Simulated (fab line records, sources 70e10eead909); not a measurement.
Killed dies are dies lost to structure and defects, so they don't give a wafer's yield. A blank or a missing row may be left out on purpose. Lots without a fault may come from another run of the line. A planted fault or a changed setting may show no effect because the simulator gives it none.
Chamber matching | flow nand_harc | NHARC_A_M0_PRE_CLEAN_31 on pecvd-02: 3 sister chambers
The step time 12 s. 3 wafers are shown with their chamber, then 8 later ones without.

WAFERS WITH THEIR CHAMBER
wafer  | chamber | heater_power_w (W)
L087.2 | 0       | 596
L087.5 | 1       | 587
L089.1 | 2       | 674

WAFERS WITHOUT THEIR CHAMBER
wafer  | heater_power_w (W)
L089.2 | 496
L089.5 | 681
L093.1 | 592
L093.2 | 516
L093.6 | 573
L097.1 | 608
L097.3 | 595
L097.6 | 659

WHICH CHAMBER EACH WENT THROUGH
wafer  | from the rows above          | in truth
L089.2 | can't be placed: 1 or 0      | 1
L089.5 | can't be placed: 2 or 0      | 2
L093.1 | can't be placed: 0 or 1 or 2 | 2
L093.2 | can't be placed: 1 or 0      | 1
L093.6 | can't be placed: 1 or 0      | 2
L097.1 | can't be placed: 0 or 1 or 2 | 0
L097.3 | can't be placed: 0 or 1 or 2 | 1
L097.6 | can't be placed: 2 or 0 or 1 | 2
Placed correctly: 0 of 8. Can't be placed from these rows: 8 (the true chamber is among the candidates in 7). Placed wrongly: 0.
How it was worked out, from the rows above alone: a wafer's distance from a chamber is the root of the sum, over the readings, of the square of ((its reading less the chamber's mean) divided by the reading's scatter). The wafer belongs to the nearest chamber; if the next one is less than 2 further off, it can't be placed. A chamber's mean is the mean of its shown wafers. The scatter: with one shown wafer a chamber, the root of the mean of the squares of how far each hidden wafer lies from its nearest shown one.
